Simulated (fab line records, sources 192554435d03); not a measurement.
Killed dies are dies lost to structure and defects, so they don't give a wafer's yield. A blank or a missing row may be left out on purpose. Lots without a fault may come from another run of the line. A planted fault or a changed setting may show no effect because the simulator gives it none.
Which tool did it? | flow n5_finfet | 10 lots, 27 wafers sampled, at 7 steps of a route of 1938

WHAT THE GAUGES READ, wafer by wafer
N5_SD_EPI_N_EPI_MEAS_23.
lot  | measured    | on            | thk_nm (nm)
L456 | day 3 05:36 | film_metro-02 | 60.0 61.7
L457 | day 3 10:19 | film_metro-02 | 60.0 57.6 57.5
L458 | day 3 15:08 | film_metro-01 | 58.1 59.1
L459 | day 4 00:33 | film_metro-02 | 58.8 58.7 58.6
L461 | day 4 10:55 | film_metro-02 | 59.7 60.0 59.3
L463 | day 5 00:50 | film_metro-01 | 58.6 57.2
L474 | day 7 16:25 | film_metro-02 | 59.6 60.8 60.7
L475 | day 7 22:36 | film_metro-02 | 60.6 61.8 59.0
L476 | day 8 03:35 | film_metro-02 | 58.5 60.0 58.2
L478 | day 8 17:23 | film_metro-01 | 58.8 57.8 57.4

N5_SD_EPI_P_EPI_MEAS_23.
lot  | measured    | on            | thk_nm (nm)
L456 | day 3 10:17 | film_metro-01 | 60.0 61.7
L457 | day 3 14:55 | film_metro-02 | 60.9 60.5 61.7
L458 | day 3 19:41 | film_metro-02 | 58.9 62.4
L459 | day 4 05:03 | film_metro-01 | 61.6 59.3 60.9
L461 | day 4 15:29 | film_metro-01 | 60.1 59.6 59.3
L463 | day 5 05:58 | film_metro-02 | 60.2 60.3
L474 | day 7 21:52 | film_metro-01 | 53.9 56.4 55.7
L475 | day 8 05:04 | film_metro-02 | 61.1 62.1 64.6
L476 | day 8 08:11 | film_metro-01 | 55.4 54.3 53.9
L478 | day 8 22:04 | film_metro-02 | 60.7 60.6 61.6

N5_SD_EPI_P_INSPECT_26: inspects for defects (darkfield).
lot  | measured    | on                | raw_defect_count
L456 | day 3 10:28 | defect_inspect-01 | 143 153
L457 | day 3 15:05 | defect_inspect-01 | 177 161 229
L458 | day 3 19:51 | defect_inspect-02 | 147 152
L459 | day 4 05:13 | defect_inspect-02 | 261 228 233
L461 | day 4 15:40 | defect_inspect-01 | 141 154 148
L463 | day 5 06:08 | defect_inspect-02 | 180 194
L474 | day 7 22:02 | defect_inspect-02 | 260 224 177
L475 | day 8 05:14 | defect_inspect-01 | 139 97 140
L476 | day 8 08:22 | defect_inspect-01 | 167 154 155
L478 | day 8 22:14 | defect_inspect-02 | 237 159 194

N5_SD_ACTIVATION_RS_MEAS_03: measures by four-point-probe.
lot  | measured    | on            | RS_SD_N (ohm/sq) | RS_SD_P (ohm/sq)
L456 | day 3 10:58 | film_metro-02 | 22.1 21.9        | 55.9 54.9
L457 | day 3 15:47 | film_metro-01 | 21.8 22.4 21.9   | 55.8 55.3 55.4
L458 | day 3 20:22 | film_metro-02 | 21.9 22.0        | 57.1 55.3
L459 | day 4 05:40 | film_metro-01 | 21.6 21.6 21.9   | 56.8 56.5 56.3
L461 | day 4 16:08 | film_metro-02 | 21.6 21.8 21.7   | 57.1 58.0 56.9
L463 | day 5 06:37 | film_metro-02 | 21.4 22.1        | 56.3 56.8
L474 | day 7 22:31 | film_metro-01 | 21.8 21.7 21.7   | 69.3 68.1 66.7
L475 | day 8 05:41 | film_metro-01 | 21.6 21.6 21.7   | 54.9 54.1 54.5
L476 | day 8 09:06 | film_metro-02 | 22.3 22.2 22.4   | 66.7 66.6 67.2
L478 | day 8 22:53 | film_metro-02 | 22.1 21.9 22.2   | 56.0 57.1 56.3

N5_BEOL_M4_RC_MEAS_101.
lot  | measured     | on        | DIBL_N (mV/V)  | DIBL_P (mV/V)  | IOFF_N (nA/um) | IOFF_P (nA/um) | ION_N (uA/um) | ION_P (uA/um) | REXT_P (ohm.um)   | RS_SD_P (ohm/sq) | SS_N (mV/dec)  | SS_P (mV/dec)  | VT_N (mV)   | VT_P (mV)
L456 | day 7 13:00  | prober-02 | 36.6 34.4      | 35.7 33.3      | 0.16 0.13      | 0.23 0.19      | 678 683       | 469 473       | 99.1 98.7         | 66.0 65.7        | 72.4 71.6      | 73.7 73.3      | 250 252     | -252 -250
L457 | day 7 15:59  | prober-02 | 36.3 36.8 38.4 | 36.0 36.5 37.9 | 0.14 0.14 0.17 | 0.21 0.21 0.25 | 683 665 676   | 471 462 464   | 97.4 99.8 97.3    | 65.7 65.8 65.5   | 71.0 71.5 71.2 | 73.8 73.4 74.0 | 254 253 250 | -254 -253 -251
L458 | day 7 19:15  | prober-02 | 33.4 35.0      | 33.4 36.1      | 0.12 0.15      | 0.15 0.20      | 664 661       | 452 453       | 101.1 100.8       | 66.3 65.5        | 70.8 71.6      | 72.9 73.3      | 258 249     | -254 -251
L459 | day 8 12:02  | prober-01 | 37.1 34.0 35.2 | 37.1 33.1 35.2 | 0.18 0.12 0.15 | 0.21 0.16 0.18 | 673 648 679   | 458 447 456   | 105.0 104.0 105.8 | 66.4 65.9 65.9   | 72.1 71.8 72.0 | 74.2 72.7 73.1 | 248 254 250 | -250 -255 -254
L461 | day 8 20:27  | prober-01 | 34.0 35.5 32.7 | 34.1 35.7 32.4 | 0.12 0.15 0.11 | 0.20 0.21 0.18 | 665 666 669   | 465 461 468   | 103.8 105.8 102.9 | 66.1 67.6 66.4   | 70.5 70.8 70.6 | 73.1 73.2 72.9 | 253 251 256 | -249 -247 -252
L463 | day 9 13:11  | prober-01 | 34.9 36.1      | 34.1 35.5      | 0.12 0.14      | 0.17 0.18      | 655 669       | 452 454       | 98.1 97.7         | 66.9 67.0        | 70.8 71.9      | 72.7 72.6      | 253 255     | -255 -254
L474 | day 11 21:50 | prober-01 | 37.7 37.0 38.1 | 38.0 35.7 37.1 | 0.18 0.15 0.19 | 0.18 0.16 0.19 | 687 668 676   | 450 446 449   | 111.7 111.0 110.3 | 81.1 79.6 77.8   | 71.7 72.2 72.0 | 73.3 73.5 72.9 | 249 250 250 | -256 -260 -253
L475 | day 12 04:56 | prober-01 | 36.5 36.2 35.5 | 37.0 36.8 34.7 | 0.16 0.15 0.13 | 0.20 0.20 0.17 | 669 665 661   | 462 460 452   | 97.6 98.8 98.0    | 64.7 64.3 64.5   | 72.3 71.2 71.5 | 73.6 73.7 73.0 | 251 251 256 | -249 -251 -253
L476 | day 12 09:29 | prober-01 | 36.9 33.8 36.6 | 36.9 33.5 36.8 | 0.16 0.11 0.16 | 0.15 0.11 0.14 | 670 662 682   | 439 431 444   | 106.4 107.7 109.2 | 77.6 77.8 77.8   | 71.6 70.9 71.5 | 73.0 72.6 73.1 | 251 256 249 | -263 -267 -262
L478 | day 13 07:39 | prober-01 | 34.2 37.2 36.9 | 32.7 37.0 36.4 | 0.10 0.15 0.14 | 0.14 0.19 0.19 | 656 667 666   | 455 456 463   | 103.9 105.4 103.7 | 66.6 67.0 66.3   | 70.4 71.2 71.6 | 71.8 72.6 72.9 | 257 251 252 | -254 -253 -255

WHICH TOOL RAN EACH LOT (tool, then ch and the chambers of the sampled wafers, then the start)
lot  | N5_SD_EPI_P_ETCH_47               | N5_SD_EPI_P_EPI_21
L456 | rie_diel-03 ch 0,3, day 3 07:15   | epi_rpcvd-01 ch 0, day 3 08:26
L457 | rie_diel-03 ch 2,3, day 3 11:53   | epi_rpcvd-04 ch 0, day 3 13:26
L458 | rie_diel-03 ch 2,3, day 3 16:38   | epi_rpcvd-04 ch 0, day 3 17:49
L459 | rie_diel-01 ch 0,3, day 4 02:01   | epi_rpcvd-02 ch 0, day 4 03:13
L461 | rie_diel-03 ch 0,1, day 4 12:28   | epi_rpcvd-01 ch 0, day 4 14:01
L463 | rie_diel-01 ch 1,3, day 5 02:55   | epi_rpcvd-04 ch 0, day 5 04:50
L474 | rie_diel-03 ch 1,2, day 7 17:59   | epi_rpcvd-04 ch 0, day 7 19:25
L475 | rie_diel-05 ch 1,2, day 8 00:23   | epi_rpcvd-02 ch 0, day 8 02:07
L476 | rie_diel-05 ch 0,2,3, day 8 05:09 | epi_rpcvd-04 ch 0, day 8 06:21
L478 | rie_diel-03 ch 2,3, day 8 19:02   | epi_rpcvd-01 ch 0, day 8 20:14
- N5_SD_EPI_P_ETCH_47: etches SiOCN in CH3F/O2, target depth 25 nm.
- N5_SD_EPI_P_EPI_21: deposits SiGe:B, time 355 s.

WHAT THE TOOLS THEMSELVES READ (means of the sampled wafers that have a number; where no wafer has one, the mark that the record gives instead)
N5_SD_EPI_P_ETCH_47.
lot  | tool        | drypump_motor_current_A (A) | mfc_ar_sccm (sccm) | oes_product_au (a.u.) | rf_vpp_V (V) | showerhead_plenum_p_Torr (Torr) | throttle_valve_pct (%)
L456 | rie_diel-03 | 5.7                         | 149.8              | 0.75                  | 127.1        | 2.04                            | 16.36
L457 | rie_diel-03 | 5.2                         | 150.1              | 0.77                  | 125.5        | 1.98                            | 16.28
L458 | rie_diel-03 | 5.2                         | 149.9              | 0.76                  | 124.4        | 2.00                            | 16.30
L459 | rie_diel-01 | 5.1                         | 150.1              | 0.85                  | 122.7        | 1.99                            | 16.23
L461 | rie_diel-03 | 6.0                         | 149.8              | 0.82                  | 130.1        | 1.99                            | 16.28
L463 | rie_diel-01 | 5.5                         | 150.8              | 0.81                  | 127.6        | 1.98                            | 16.30
L474 | rie_diel-03 | 5.8                         | 150.4              | 0.86                  | 127.6        | 1.94                            | 16.15
L475 | rie_diel-05 | 6.3                         | 149.6              | 0.83                  | 127.6        | 2.09                            | 15.94
L476 | rie_diel-05 | 6.0                         | 150.2              | 0.77                  | 125.8        | 2.00                            | 16.07
L478 | rie_diel-03 | 5.1                         | 150.3              | 0.74                  | 125.2        | 1.97                            | 16.36

N5_SD_EPI_P_EPI_21.
lot  | tool         | chamber_pressure_Torr (Torr) | lamp_inner_pct (%) | susceptor_temp_C (C)
L456 | epi_rpcvd-01 | 20.00                        | 9.9                | 550.00
L457 | epi_rpcvd-04 | 20.00                        | 11.1               | 550.07
L458 | epi_rpcvd-04 | 19.99                        | 11.1               | 550.23
L459 | epi_rpcvd-02 | 20.04                        | 11.2               | 550.03
L461 | epi_rpcvd-01 | 20.04                        | 9.9                | 550.39
L463 | epi_rpcvd-04 | 19.95                        | 11.2               | 549.88
L474 | epi_rpcvd-04 | 15.26                        | 11.1               | 550.24
L475 | epi_rpcvd-02 | 20.00                        | 11.1               | 549.80
L476 | epi_rpcvd-04 | 15.30                        | 11.2               | 550.46
L478 | epi_rpcvd-01 | 20.00                        | 9.9                | 549.53

THE ANSWER, worked out from the rows above alone
Rule: what is usual is taken from the lots themselves. Put in order of their means at a reading, lots are off if they are a third of the lots or fewer, leave a main group of 4 or more, and stand apart from it by a gap of 3 or more times the standard deviation of the main group's means; of several such gaps the widest counts. A main group whose means are all the same, to the digits that the tables above print for the reading, isn't used. A lot without any number at a reading at which 4 lots or more have one is off too. The other lots that the step has rows for count as sound. The gauges are gone through in route order, then the tools' own readings, and for those a lot's mean is taken as printed above. The first step at which some lot is off is used, and at that step the reading that is off furthest; a lot without a number counts as furthest.
Off: L474, L476, at N5_SD_EPI_P_EPI_MEAS_23 (thk_nm). The main group: mean 60.8 nm, standard deviation 0.79.
A tool fits if, at a process step before that reading, it ran every lot that is off, and no sound lot after the first of them. The gauges at N5_SD_EPI_P_EPI_MEAS_23 aren't tried: what is off there is off at N5_BEOL_M4_RC_MEAS_101 too, on other tools, and a gauge's error can't cause that. One fits: epi_rpcvd-04 at N5_SD_EPI_P_EPI_21. Its last sound lot is L463 (day 5 04:50), its first lot that is off L474 (day 7 19:25): a fault that began between those two fits.
The tool's own readings at N5_SD_EPI_P_EPI_21 bear it out: on the lots that are off they differ by more than 5 times the standard deviation of the sound lots' means. chamber_pressure_Torr reads 15.28 Torr there against 20.00 Torr on the sound lots.

WHAT THE SIMULATOR HAD PUT IN
Process parameter drift: epi_rpcvd-04, from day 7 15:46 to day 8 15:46, at N5_SD_EPI_P_EPI_21. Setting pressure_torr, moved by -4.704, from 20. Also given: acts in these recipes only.
Lots struck among those shown: L474, L476. The rule above found the same.
